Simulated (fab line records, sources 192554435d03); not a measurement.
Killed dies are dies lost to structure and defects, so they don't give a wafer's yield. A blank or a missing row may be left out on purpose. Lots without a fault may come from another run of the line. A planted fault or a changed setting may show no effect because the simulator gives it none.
Split-lot experiment | flow n5_finfet | 7 lots, 21 wafers read, on a route of 1938 steps

THE SPLIT
At N5_BEOL_M1_COAT_05 (resist thk 30 nm), the setting spin_rpm was moved away from the recipe's 1500 rpm on 3 of the 21 wafers read, by -8.7% to +3.9%. The other wafers ran this setting at the recipe's value.

FROM THE SPLIT TO THE READING: what the file shows between them, 6 steps
- N5_BEOL_M1_EBR_07
- N5_BEOL_M1_SOFTBAKE_06: time 60 s
- N5_BEOL_M1_EXPOSE_08: exposes mask M1
- N5_BEOL_M1_PEB_09: peb time 60 s
- N5_BEOL_M1_DEVELOP_10: develop time 30 s
- N5_BEOL_M1_DESCUM_16: chemistry O2, time 7 s

THE READING
CAR-EUV_of_BEOL_M1_COAT_05.thk_nm (the simulator's own value, which no gauge read), in nm, at N5_BEOL_M1_ETCH_74 (etches underlayer in N2/H2, target depth 6.5 nm, time 5.2 s). The file gives no usual value for it. The 18 wafers here that ran the recipe average 20.3 nm, standard deviation 0.099 nm.

wafer  | tool, chamber at the split | spin_rpm as run, rpm | against the recipe | CAR-EUV_of_BEOL_M1_COAT_05.thk_nm, nm | against lot-mates on the recipe
L074.2 | litho_track-05, 0          | 1500                 | recipe             | 20.2                                  | -
L074.3 | litho_track-05, 0          | 1500                 | recipe             | 20.4                                  | -
L074.6 | litho_track-05, 0          | 1500                 | recipe             | 20.4                                  | -
L075.1 | litho_track-01, 0          | 1500                 | recipe             | 20.2                                  | -
L075.4 | litho_track-01, 0          | 1500                 | recipe             | 20.2                                  | -
L075.6 | litho_track-01, 0          | 1500                 | recipe             | 20.2                                  | -
L086.3 | litho_track-01, 0          | 1500                 | recipe             | 20.4                                  | -
L086.6 | litho_track-01, 0          | 1500                 | recipe             | 20.4                                  | -
L086.5 | litho_track-01, 0          | 1500                 | recipe             | 20.2                                  | -
L088.2 | litho_track-01, 0          | 1558                 | +3.9%              | 19.8                                  | -0.6
L088.6 | litho_track-01, 0          | 1558                 | +3.9%              | 19.8                                  | -0.6
L088.3 | litho_track-01, 0          | 1500                 | recipe             | 20.4                                  | -
L089.1 | litho_track-05, 0          | 1500                 | recipe             | 20.4                                  | -
L089.4 | litho_track-05, 0          | 1500                 | recipe             | 20.4                                  | -
L089.6 | litho_track-05, 0          | 1500                 | recipe             | 20.4                                  | -
L095.1 | litho_track-01, 0          | 1500                 | recipe             | 20.2                                  | -
L095.3 | litho_track-01, 0          | 1500                 | recipe             | 20.2                                  | -
L095.4 | litho_track-01, 0          | 1500                 | recipe             | 20.2                                  | -
L096.1 | litho_track-05, 0          | 1500                 | recipe             | 20.4                                  | -
L096.6 | litho_track-05, 0          | 1500                 | recipe             | 20.4                                  | -
L096.2 | litho_track-05, 0          | 1369                 | -8.7%              | 21.8                                  | +1.4

THE FIT
A straight line over all 21 wafers: CAR-EUV_of_BEOL_M1_COAT_05.thk_nm changes by -0.16 nm for each +1% of spin_rpm; r = -0.96; the points scatter about the line by 0.1 nm.
The same after taking each lot's own level away (the mean of its wafers on the recipe; 21 wafers): -0.159 nm for each +1%; r = -0.99; scatter 0.053 nm.
On that fit, the largest move of spin_rpm shifts the reading by 1.4 nm.
The lots' own levels span 20.20 to 20.40 nm, that is 2.0 times the standard deviation above.
So the lot-to-lot level changes the slope little: the two slopes agree.
Check: with one of the wafers moved furthest among these (-8.7%) left out of the fit, the line predicts +1.36 nm for it against its lot-mates. It came out at +1.4 nm against them.

OTHER SPLITS ON THESE WAFERS
These wafers also went through other splits before the reading. Each is held against what the fit with the lots' levels taken away leaves over:
other split on the same wafers   | wafers away from the commonest value | r with CAR-EUV_of_BEOL_M1_COAT_05.thk_nm (lot level and that fit taken away)
N5_BEOL_M0_SAQP_COAT_08 spin_rpm | 10                                   | -0.19
N5_BEOL_M0_SAQP_ETCH_107 bias_w  | 10                                   | -0.19
N5_BEOL_M1_ILD_DEP_00 time_s     | 3                                    | -0.15

THE WHOLE CHAIN: every reading that the file lists as answering this split, in the file's order
step                  | what it does                                                | reading                                                                            | change (the file's fit)               | r (the file's)
N5_BEOL_M1_COAT_05    | resist thk 30 nm                                            | CAR-EUV_of_BEOL_M1_COAT_05.thk_nm (the simulator's own value, which no gauge read) | -0.179 nm for each +1% of the setting | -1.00
N5_BEOL_M1_DEVELOP_10 | develop time 30 s                                           | CAR-EUV_of_BEOL_M1_COAT_05.thk_nm (the simulator's own value, which no gauge read) | -0.169 nm for each +1% of the setting | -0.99
N5_BEOL_M1_ETCH_74    | etches underlayer in N2/H2, target depth 6.5 nm, time 5.2 s | CAR-EUV_of_BEOL_M1_COAT_05.thk_nm (the simulator's own value, which no gauge read) | -0.159 nm for each +1% of the setting | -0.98

THE FILE'S OWN FIT
CAR-EUV_of_BEOL_M1_COAT_05.thk_nm changes by -0.159 nm for each +1% of spin_rpm, r = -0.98.
